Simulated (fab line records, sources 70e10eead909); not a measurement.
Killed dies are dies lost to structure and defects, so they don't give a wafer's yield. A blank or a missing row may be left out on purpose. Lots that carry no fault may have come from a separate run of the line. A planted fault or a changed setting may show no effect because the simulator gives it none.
Chamber matching || flow nandHarc || NHARC_A_STAIRCASE_ETCH_313 on rieDiel-04 has 4 sister chambers
The step etches the open film in CF4/CHF3. 8 wafers are shown with their chamber, then 9 later ones without.

== WAFERS WITH THEIR CHAMBER ==
{"wafer": "L083.2", "chamber": 0, "showerheadPlenumPTorr (Torr)": 1.59, "drypumpMotorCurrentA (A)": 5.54}
{"wafer": "L084.1", "chamber": 1, "showerheadPlenumPTorr (Torr)": 1.62, "drypumpMotorCurrentA (A)": 5.64}
{"wafer": "L087.1", "chamber": 3, "showerheadPlenumPTorr (Torr)": 1.56, "drypumpMotorCurrentA (A)": 5.76}
{"wafer": "L087.3", "chamber": 0, "showerheadPlenumPTorr (Torr)": 1.59, "drypumpMotorCurrentA (A)": 5.55}
{"wafer": "L087.5", "chamber": 3, "showerheadPlenumPTorr (Torr)": 1.56, "drypumpMotorCurrentA (A)": 5.75}
{"wafer": "L088.3", "chamber": 2, "showerheadPlenumPTorr (Torr)": 1.58, "drypumpMotorCurrentA (A)": 6.14}
{"wafer": "L088.5", "chamber": 2, "showerheadPlenumPTorr (Torr)": 1.58, "drypumpMotorCurrentA (A)": 6.13}
{"wafer": "L088.6", "chamber": 1, "showerheadPlenumPTorr (Torr)": 1.61, "drypumpMotorCurrentA (A)": 5.65}

== WAFERS MISSING THEIR CHAMBER ==
{"wafer": "L092.2", "showerheadPlenumPTorr (Torr)": 1.59, "drypumpMotorCurrentA (A)": 5.54}
{"wafer": "L092.4", "showerheadPlenumPTorr (Torr)": 1.56, "drypumpMotorCurrentA (A)": 5.74}
{"wafer": "L092.5", "showerheadPlenumPTorr (Torr)": 1.58, "drypumpMotorCurrentA (A)": 6.16}
{"wafer": "L090.1", "showerheadPlenumPTorr (Torr)": 1.59, "drypumpMotorCurrentA (A)": 5.56}
{"wafer": "L090.2", "showerheadPlenumPTorr (Torr)": 1.58, "drypumpMotorCurrentA (A)": 6.16}
{"wafer": "L090.6", "showerheadPlenumPTorr (Torr)": 1.56, "drypumpMotorCurrentA (A)": 5.73}
{"wafer": "L094.3", "showerheadPlenumPTorr (Torr)": 1.61, "drypumpMotorCurrentA (A)": 5.61}
{"wafer": "L094.4", "showerheadPlenumPTorr (Torr)": 1.58, "drypumpMotorCurrentA (A)": 5.55}
{"wafer": "L094.5", "showerheadPlenumPTorr (Torr)": 1.55, "drypumpMotorCurrentA (A)": 5.75}

== CHAMBER TAKEN BY EACH ==
{"wafer": "L092.2", "from the rows above": 0, "in truth": 0}
{"wafer": "L092.4", "from the rows above": 3, "in truth": 3}
{"wafer": "L092.5", "from the rows above": 2, "in truth": 2}
{"wafer": "L090.1", "from the rows above": 0, "in truth": 0}
{"wafer": "L090.2", "from the rows above": 2, "in truth": 2}
{"wafer": "L090.6", "from the rows above": 3, "in truth": 3}
{"wafer": "L094.3", "from the rows above": 1, "in truth": 1}
{"wafer": "L094.4", "from the rows above": 0, "in truth": 0}
{"wafer": "L094.5", "from the rows above": 3, "in truth": 3}
Correct placement for 9 of the 9. Number that these rows cannot place: 0. Wrongly placed: 0.
How it was worked out, from the rows above alone: a wafer's distance from a chamber is the root of the sum, over the readings, of the square of ((its reading less the chamber's mean) divided by the reading's scatter). If the next closest chamber is less than 2 further off than the closest, the wafer can't be placed; otherwise it belongs to the closest. Each chamber's mean is taken over the wafers shown for it. The scatter: the root of (the sum of the squares of (reading less its chamber's mean) over the shown wafers, divided by (wafers less chambers)).
